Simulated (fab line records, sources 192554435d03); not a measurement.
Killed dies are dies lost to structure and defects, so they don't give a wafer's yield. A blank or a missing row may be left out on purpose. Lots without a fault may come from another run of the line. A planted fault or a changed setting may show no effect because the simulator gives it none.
fab line records | flow n5_finfet
record lots=5 wafers=14 last_day=16
route steps=1938 shown TV_LITHO@1875 TV_OPEN@1887 PASSIVATION@1936
lots that met no fault: from a run of the same line without faults
start_h: hours from the record's first day to the start of the lot's first wafer shown | wait_h: hours since the lot's step before | " the same as in the row above | L1.1+2: a row that stands for several wafers | - no value, or no start given | * or withheld: withheld | < > ~ a bound
route shown NAME@n: a module of which the file shows steps, and the number in the route of the first | usual: mean/standard deviation of fault-free wafers | same: alike in all rows | chamber/n: place in a boat | sites: the reading at each site | _std_site: their standard deviation | _edge_site: outer sites' mean less inner sites' | radius_mm: how far each site lies from the wafer's centre | mask NAME#n: copy n | behind: the tool/chamber that last shaped the wafer | hold: why the lot was held/for how many hours/how that ended | device: the transistor (n, p or np) that didn't switch | end of line: the same wafers' tests at the end of the route | a step without rows: its recipe alone | killed: dies lost to structure and defects at the first sort, not the wafer's yield | map: a wafer's dies, x killed, . not, _ none there
set.NAME: the setting as run; set.NAME@STEP: as run at that earlier step | model.NAME: the simulator's own value behind a step, which no gauge read
lots at some steps of the route; a table a step, a row a wafer
services: from which hour (start_h, from the record's first day; less than 0 if before it) a tool's chamber was out of use, for how many hours, and why
## steps
# step N5_PASSIVATION_HMDS_03
# recipe time_s=60 temp_c=120
# step N5_PASSIVATION_COAT_04
# recipe spin_rpm=* resist_thk_nm=*
# step N5_PASSIVATION_EBR_06
# recipe solvent=PGMEA ebr_width_mm=1.5
# step N5_PASSIVATION_SOFTBAKE_05
# recipe temp_c=100 time_s=90
# step N5_PASSIVATION_EXPOSE_07
# recipe mask_id=TV na=0.55 source_shape=conventional sigma_outer=0.8 polarization=unpolarized defocus_nm=0 target_cd_nm=3000 dose_mj=22.75
# step N5_PASSIVATION_PEB_08
# recipe peb_temp_c=withheld peb_time_s=*
# step N5_PASSIVATION_DEVELOP_09
# recipe develop_time_s=60 rinse_liquid=diw dry=air_spin dev_temp_c=21
# step N5_PASSIVATION_HARDBAKE_11
# recipe temp_c=130 time_s=120
# step N5_PASSIVATION_CD_MEAS_10
# recipe target_cd_nm=3000 landing_energy_ev=500 detector=se_inlens
# usual cd_nm=2999.1/1.7
# columns lot.wafer tool chamber start_h wait_h cd_nm
L894.1 cd_sem-03 0 306.16 - 2997.1
L894.4 " 0 " " 2998.3
L894.5 " 0 " " 3001.3
L899.1 cd_sem-03 0 340.03 - 2998.7
L899.2 " 0 " " 2998.4
L899.3 " 0 " " 2996.4
L903.4 cd_sem-01 0 367.47 - 2998.3
L903.5 " 0 " " 2998.0
L903.6 " 0 " " 2998.0
L904.2 cd_sem-02 0 370.71 - 2998.1
L904.5 " 0 " " 2998.5
L904.6 " 0 " " 3000.0
L908.2 cd_sem-01 0 377.47 - 2998.8
L908.3 " 0 " " 2999.4
# step N5_PASSIVATION_OVL_MEAS_60
# recipe points_per_wafer=44
# usual TV_OVL=3/7.1
# columns lot.wafer tool chamber start_h wait_h TV_OVL[nm]
L894.1 overlay-01 0 306.19 0.0 -8
L894.4 " 0 " " -8
L894.5 " 0 " " -7
L899.1 overlay-02 0 340.06 0.0 3
L899.2 " 0 " " -6
L899.3 " 0 " " -9
L903.4 overlay-01 0 367.51 0.0 6
L903.5 " 0 " " 4
L903.6 " 0 " " 6
L904.2 overlay-02 0 370.74 0.0 17
L904.5 " 0 " " 10
L904.6 " 0 " " 11
L908.2 overlay-01 0 377.50 0.0 -4
L908.3 " 0 " " -3
# step N5_PASSIVATION_INSPECT_61
# recipe mode=adi inspect_instrument=macro
# usual raw_defect_count=2.4/1.6
# columns lot.wafer tool chamber start_h wait_h raw_defect_count
L894.1 defect_inspect-02 - 306.22 0.0 2
L894.4 " - " " 3
L894.5 " - " " 1
L899.1 defect_inspect-02 - 340.08 0.0 2
L899.2 " - " " 3
L899.3 " - " " 5
L903.4 defect_inspect-02 - 367.53 0.0 2
L903.5 " - " " 0
L903.6 " - " " 2
L904.2 defect_inspect-02 - 370.76 0.0 2
L904.5 " - " " 1
L904.6 " - " " 1
L908.2 defect_inspect-01 - 377.52 0.0 1
L908.3 " - " " 0
# step N5_PASSIVATION_DESCUM_12
# recipe chemistry=O2 time_s=7.9 source_power_w=50 bias_power_w=20 pressure_mtorr=20 rf_frequency_hz=2.712e+07 temp_c=40 o2_flow_sccm=225
# usual bias_power_w=20.00/0.062 drypump_motor_current_A=5.7/0.41 oes_product_au=0.79/0.081 rf_vpp_V=242.5/1.4 showerhead_plenum_p_Torr=2.06/0.078 throttle_valve_pct=20.46/0.26
# same time_s=7.9
# columns lot.wafer tool chamber start_h wait_h bias_power_w drypump_motor_current_A oes_product_au rf_hours_counter_h rf_vpp_V showerhead_plenum_p_Torr throttle_valve_pct
L894.1 rie_diel-02 2 306.34 0.1 19.99 5.8 0.98 7 244.3 2.04 20.00
L894.4 " 1 " " 19.99 5.2 0.85 63 242.6 2.04 20.11
L894.5 " 2 " " 20.03 5.8 0.96 - 243.3 2.04 20.00
L899.1 rie_diel-03 1 340.20 0.1 19.94 5.8 0.87 48 243.2 2.12 20.31
L899.2 " 0 " " 19.97 5.4 0.68 231 243.4 2.09 21.06
L899.3 " 3 " " 20.04 6.3 0.77 149 244.5 2.18 20.52
L903.4 rie_diel-03 0 367.65 0.1 20.03 5.4 0.68 240 242.7 2.08 21.08
L903.5 " 3 " " 20.00 6.3 0.76 - 243.4 2.17 20.54
L903.6 " 0 " " 20.02 5.4 0.68 - 243.3 2.08 21.07
L904.2 rie_diel-02 1 370.80 0.0 19.99 5.2 0.82 82 242.8 2.03 20.13
L904.5 " 2 " " 19.92 5.7 0.92 - 242.6 2.03 20.02
L904.6 " 3 " " 19.95 5.4 0.68 - 242.6 2.08 20.62
L908.2 rie_diel-02 0 377.77 0.2 19.95 5.0 0.74 207 238.0 1.91 20.64
L908.3 " 1 " " 20.07 5.2 0.82 84 241.7 2.03 20.15
# step N5_PASSIVATION_PASS_ETCH_74
# recipe chemistry=CF4/O2 target=SiNx target_depth_a=2200 time_s=110 ion_energy_ev=100 pressure_mtorr=40 source_w=535 bias_w=49 Ar_flow_sccm=100 cf4_flow_sccm=100 O2_flow_sccm=10
# usual drypump_motor_current_A=5.7/0.41 oes_product_au=0.79/0.078 rf_vpp_V=239/4.8 showerhead_plenum_p_Torr=2.17/0.074 throttle_valve_pct=16.02/0.24
# same time_s=110
# columns lot.wafer tool chamber start_h wait_h drypump_motor_current_A oes_product_au rf_hours_counter_h rf_vpp_V showerhead_plenum_p_Torr throttle_valve_pct model.etch.depth_nm model.coat_of_PASSIVATION_COAT_04.thk_nm model.TV_OPEN.cd_offset_nm
L894.1 rie_diel-02 2 306.40 0.0 5.7 0.99 8 244 2.17 15.59 224.5 * -0.4
L894.4 " 1 " " 5.2 0.84 63 237 2.14 15.64 221.6 * -0.6
L894.5 " 2 " " 5.7 0.99 - 244 2.17 15.59 226.8 * -0.8
L899.1 rie_diel-03 1 340.27 0.0 5.8 0.88 48 234 2.24 15.88 231 * -0.8
L899.2 " 0 " " 5.4 0.69 231 241 2.19 16.54 218.2 * -0.6
L899.3 " 3 " " 6.2 0.77 149 235 2.30 16.14 222.3 * 0.2
L903.4 rie_diel-03 0 367.72 0.0 5.4 0.68 240 239 2.19 16.55 217.3 * 0
L903.5 " 3 " " 6.3 0.76 - 236 2.30 16.18 218.6 * 0
L903.6 " 0 " " 5.4 0.68 - 240 2.19 16.55 217.1 * -0.2
L904.2 rie_diel-02 1 370.86 0.0 5.2 0.80 82 238 2.14 15.68 219.4 * -0.4
L904.5 " 2 " " 5.7 0.93 - 246 2.16 15.63 224 * 0
L904.6 " 3 " " 5.5 0.69 - 249 2.18 16.14 217.9 * 0.4
L908.2 rie_diel-02 0 377.84 0.0 5.0 0.61 207 235 2.02 16.18 157.5 * 2.8
L908.3 " 1 " " 5.2 0.81 84 237 2.14 15.68 220.6 * -0.4
# step N5_PASSIVATION_VIA_ETCH_13
# recipe chemistry=CHF3/O2 target=SiO2 target_depth_a=6600 CHF3_flow_sccm=50 O2_flow_sccm=5 Ar_flow_sccm=200 time_s=330 mask_material=PR pressure_mtorr=30 source_w=650 bias_w=170 ion_energy_ev=200 ends=cleared
# usual CHF3_flow_sccm=50.01/0.16 drypump_motor_current_A=5.7/0.41 etch_rf_on_time_s=235/5.2 oes_product_au=0.72/0.071 rf_vpp_V=520/9.9 showerhead_plenum_p_Torr=2.37/0.082 throttle_valve_pct=18.91/0.21
# columns lot.wafer tool chamber start_h wait_h CHF3_flow_sccm drypump_motor_current_A etch_rf_on_time_s oes_product_au rf_hours_counter_h rf_vpp_V showerhead_plenum_p_Torr throttle_valve_pct model.coat_of_PASSIVATION_COAT_04.thk_nm
L894.1 rie_diel-02 2 306.50 0.0 49.73 5.7 229 0.89 8 532 2.37 18.54 *
L894.4 " 1 " " 50.32 5.2 235 0.75 63 517 2.35 18.58 *
L894.5 " 2 " " 50.01 5.7 225 0.89 - 531 2.37 18.52 *
L899.1 rie_diel-03 1 340.36 0.0 50.04 5.8 229 0.78 48 503 2.46 18.82 *
L899.2 " 0 " " 49.90 5.4 234 0.63 231 523 2.38 19.37 *
L899.3 " 3 " " 49.92 6.3 234 0.69 149 510 2.52 19.07 *
L903.4 rie_diel-03 0 367.81 0.0 50.01 5.4 238 0.61 241 522 2.38 19.38 *
L903.5 " 3 " " 50.04 6.3 243 0.69 - 508 2.52 19.08 *
L903.6 " 0 " " 50.18 5.4 242 0.62 - 521 2.38 19.40 *
L904.2 rie_diel-02 1 370.95 0.0 50.18 5.2 231 0.74 82 517 2.34 18.60 *
L904.5 " 2 " " 49.84 5.8 235 0.84 - 531 2.37 18.57 *
L904.6 " 3 " " 49.83 5.5 239 0.62 - 539 2.38 18.98 *
L908.2 rie_diel-02 0 377.93 0.0 49.86 5.0 237 0.66 207 510 2.21 19.08 *
L908.3 " 1 " " 50.05 5.2 233 0.73 84 517 2.34 18.61 *
# step N5_PASSIVATION_STRIP_14
# recipe chemistry=O2 power_w=600 temp_c=60 pressure_mtorr=30 rf_frequency_hz=6e+07 bias_power_w=0 overash_fraction=0.5 o2_flow_sccm=225
# usual drypump_motor_current_A=5.7/0.41 oes_product_au=0.79/0.08 rf_vpp_V=3.7/0.97 showerhead_plenum_p_Torr=2.06/0.078 throttle_valve_pct=16.70/0.25
# same bias_power_w=0
# columns lot.wafer tool chamber start_h wait_h drypump_motor_current_A oes_product_au rf_hours_counter_h rf_vpp_V showerhead_plenum_p_Torr throttle_valve_pct
L894.1 rie_diel-02 2 306.69 0.1 5.8 0.97 8 4.4 2.04 16.21
L894.4 " 1 " " 5.2 0.85 63 2.9 2.04 16.33
L894.5 " 2 " " 5.7 0.98 - 5.2 2.04 16.20
L899.1 rie_diel-03 1 340.56 0.1 5.8 0.87 48 2.8 2.13 16.53
L899.2 " 0 " " 5.4 0.68 231 3.0 2.09 17.25
L899.3 " 3 " " 6.3 0.76 149 4.8 2.18 16.75
L903.4 rie_diel-03 0 368.00 0.1 5.4 0.68 241 3.3 2.09 17.30
L903.5 " 3 " " 6.3 0.76 - 3.7 2.18 16.78
L903.6 " 0 " " 5.4 0.69 - 2.8 2.09 17.31
L904.2 rie_diel-02 1 371.15 0.1 5.2 0.82 82 3.4 2.04 16.40
L904.5 " 2 " " 5.7 0.92 - 3.7 2.04 16.22
L904.6 " 3 " " 5.4 0.68 - 3.1 2.08 16.85
L908.2 rie_diel-02 0 378.13 0.1 5.0 0.73 207 4.5 1.91 16.90
L908.3 " 1 " " 5.2 0.81 84 1.8 2.04 16.37
# step N5_PASSIVATION_ETCH_15
# recipe chemistry=CF4/N2 target=SiCN target_depth_a=750 taper_deg=2 time_s=81.2 ion_energy_ev=150 mask_material=SiNx pressure_mtorr=40 source_w=430 bias_w=70 Ar_flow_sccm=100 cf4_flow_sccm=60 n2_flow_sccm=60
# usual drypump_motor_current_A=5.7/0.41 oes_product_au=0.79/0.078 rf_vpp_V=381.4/2.1 showerhead_plenum_p_Torr=2.17/0.075 throttle_valve_pct=15.47/0.23
# same time_s=81.2
# columns lot.wafer tool chamber start_h wait_h drypump_motor_current_A oes_product_au rf_hours_counter_h rf_vpp_V showerhead_plenum_p_Torr throttle_valve_pct model.TV_OPEN.cd_offset_nm
L894.1 rie_diel-02 2 - - 5.8 0.98 8 381.5 2.17 15.07 0.8
L894.4 " 1 " " 5.2 0.83 63 381.0 2.15 15.09 1.6
L894.5 " 2 " " 5.8 0.98 - 381.2 2.17 15.05 0.8
L899.1 rie_diel-03 1 - - 5.8 0.87 48 383.6 2.25 15.30 1
L899.2 " 0 " " 5.4 0.69 231 381.5 2.19 15.97 1.4
L899.3 " 3 " " 6.3 0.77 149 384.9 2.31 15.60 1.6
L903.4 rie_diel-03 0 - - 5.4 0.68 241 380.8 2.18 15.99 2.6
L903.5 " 3 " " 6.3 0.76 - 383.5 2.30 15.64 1.6
L903.6 " 0 " " 5.4 0.69 - 380.4 2.18 15.98 2.2
L904.2 rie_diel-02 1 - - 5.2 0.81 82 382.1 2.14 15.14 1.8
L904.5 " 2 " " 5.7 0.93 - 380.2 2.17 15.09 1.8
L904.6 " 3 " " 5.4 0.68 - 381.4 2.18 15.59 3
L908.2 rie_diel-02 0 - - 5.0 0.74 207 377.0 2.03 15.71 4.2
L908.3 " 1 " " 5.2 0.81 84 381.1 2.14 15.13 1.4
# step N5_PASSIVATION_STRIP_73
# recipe chemistry=post_etch_residue_remover time_s=60 temp_c=25 remover_ph=withheld remover_water_wt_pct=withheld remover_fluoride_wt_pct=withheld
# step N5_PASSIVATION_PROBE_49
# usual defect_limited_yield=91.3/1.5 killed_at_M0_to_M3=31/11 killed_at_M4_up=14/5.1 killed_at_contacts=12/5.6 killed_at_front_end=42/12 killed_at_other=3.8/2.9 killed_dies=103/18 killed_open=67/14 killed_short=33/8 sort_bin_5_function=5.1/1 sort_bin_6_memory=3.2/0.75 sort_n_pass=1077/18 sort_yield_pct=91.3/1.5
# same gross_dies=1180 killed_at_back_side=0 sort_bin_4_leakage[%]=0 sort_bin_8_speed[%]=0
# columns lot.wafer tool chamber start_h wait_h defect_limited_yield[%] killed_at_M0_to_M3 killed_at_M4_up killed_at_contacts killed_at_front_end killed_at_other killed_dies killed_open killed_short sort_bin_5_function[%] sort_bin_6_memory[%] sort_n_pass sort_yield_pct[%]
L908.2 prober-01 - 384.81 0.1 92.4 47 8 13 15 7 90 62 22 4.6 3.0 1090 92.4
# killed by level:class
L908.2 BEOL_M2:geometric_particle:open=14 MOL_CONTACT_COAG:geometric_particle:open=13 BEOL_M1:geometric_particle:open=11 BEOL_M0_SAQP:geometric_particle:short=9 BEOL_M3:geometric_particle:open=8 PAD_METAL:geometric_particle:open=4 GATE_CUT:geometric_particle:short=3 BEOL_M0_SAQP:geometric_particle:open=3
## services
# columns tool chamber start_h hours kind
rie_diel-03 3 325.77 3.3 repair
## key
first_sign none at tools or gauges
model_effect step=N5_PASSIVATION_PASS_ETCH_74 value=etch.depth_nm without=223.7 struck=157.5
model_effect step=N5_PASSIVATION_VIA_ETCH_13 value=coat_of_PASSIVATION_COAT_04.thk_nm without=* struck=*
model_effect step=N5_PASSIVATION_ETCH_15 value=TV_OPEN.cd_offset_nm without=1.2 struck=4.2
met_at N5_PASSIVATION_PASS_ETCH_74
struck_wafers L908.2
onset_between 370.86 377.84
fault kind=process_parameter_drift tool=rie_diel-02 chamber=- onset_h=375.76 steps=N5_PASSIVATION_PASS_ETCH_74 channel=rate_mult offset=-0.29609 shape=step end_h=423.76 scope=struck_wafers_only
